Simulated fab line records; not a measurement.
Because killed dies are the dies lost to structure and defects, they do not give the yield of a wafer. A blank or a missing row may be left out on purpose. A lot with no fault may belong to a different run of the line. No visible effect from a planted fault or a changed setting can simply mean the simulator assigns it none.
Chamber matching | flow nandHarc | rieDiel-11 running NHARC_A_STAIRCASE_ETCH_444: 4 sister chambers
The step etches the open film in C4F8/O2, target depth 10200 nm, time 3400 s. 20 wafers are shown with their chamber, then 10 later ones without.

## EACH WAFER AND ITS CHAMBER
wafer  | chamber | rfVppV (V) | oesProductAu (a.u.)
L074.1 | 1       | 814        | 0.936
L074.2 | 2       | 817        | 0.902
L074.5 | 2       | 816        | 0.896
L075.2 | 2       | 815        | 0.909
L075.3 | 3       | 799        | 0.923
L075.5 | 3       | 800        | 0.923
L076.2 | 0       | 803        | 0.966
L076.4 | 1       | 814        | 0.947
L076.5 | 1       | 814        | 0.942
L079.2 | 2       | 815        | 0.915
L079.3 | 0       | 801        | 0.927
L079.6 | 1       | 814        | 0.950
L083.1 | 1       | 813        | 0.989
L083.3 | 0       | 801        | 0.972
L083.5 | 2       | 814        | 0.930
L085.1 | 0       | 801        | 0.932
L085.4 | 1       | 814        | 0.947
L085.5 | 3       | 799        | 0.915
L091.1 | 1       | 814        | 0.942
L091.4 | 3       | 800        | 0.939

SIGNATURES (averages over the wafers above)
reading      | chamber 0 | chamber 1 | chamber 2 | chamber 3 | scatter within a chamber
rfVppV       | 801.50    | 813.86    | 815.40    | 799.50    | 0.793
oesProductAu | 0.94925   | 0.95043   | 0.91040   | 0.92500   | 0.0167
Rule: for a wafer and a chamber, the distance is found by dividing, reading by reading, the gap between the wafer's reading and the chamber's mean by the reading's scatter, squaring, summing and taking the root. The wafer belongs to the nearest chamber; if the next one is less than 2 further off, it can't be placed. The scatter is the square root of a quotient: the sum, over the shown wafers, of each reading's squared deviation from its chamber's mean, divided by wafers minus chambers.

## WAFERS WITHOUT THEIR CHAMBER
wafer  | rfVppV (V) | oesProductAu (a.u.)
L091.6 | 800        | 0.906
L094.1 | 813        | 0.925
L094.4 | 800        | 0.936
L094.6 | 800        | 0.931
L095.2 | 813        | 0.956
L095.4 | 798        | 0.945
L095.5 | 812        | 0.952
L095.1 | 813        | 0.935
L095.3 | 801        | 0.912
L095.6 | 814        | 0.931

## WHICH CHAMBER EACH WENT THROUGH
wafer  | from the rows above     | in truth
L091.6 | can't be placed: 3 or 0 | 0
L094.1 | can't be placed: 1 or 2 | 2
L094.4 | can't be placed: 3 or 0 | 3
L094.6 | can't be placed: 3 or 0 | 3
L095.2 | 1                       | 1
L095.4 | 3                       | 3
L095.5 | 1                       | 1
L095.1 | can't be placed: 1 or 2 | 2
L095.3 | can't be placed: 3 or 0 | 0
L095.6 | can't be placed: 1 or 2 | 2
3 of 10 placed correctly. These rows do not allow placing 7 (true chamber among the candidates in 7). Placed wrongly: 0.
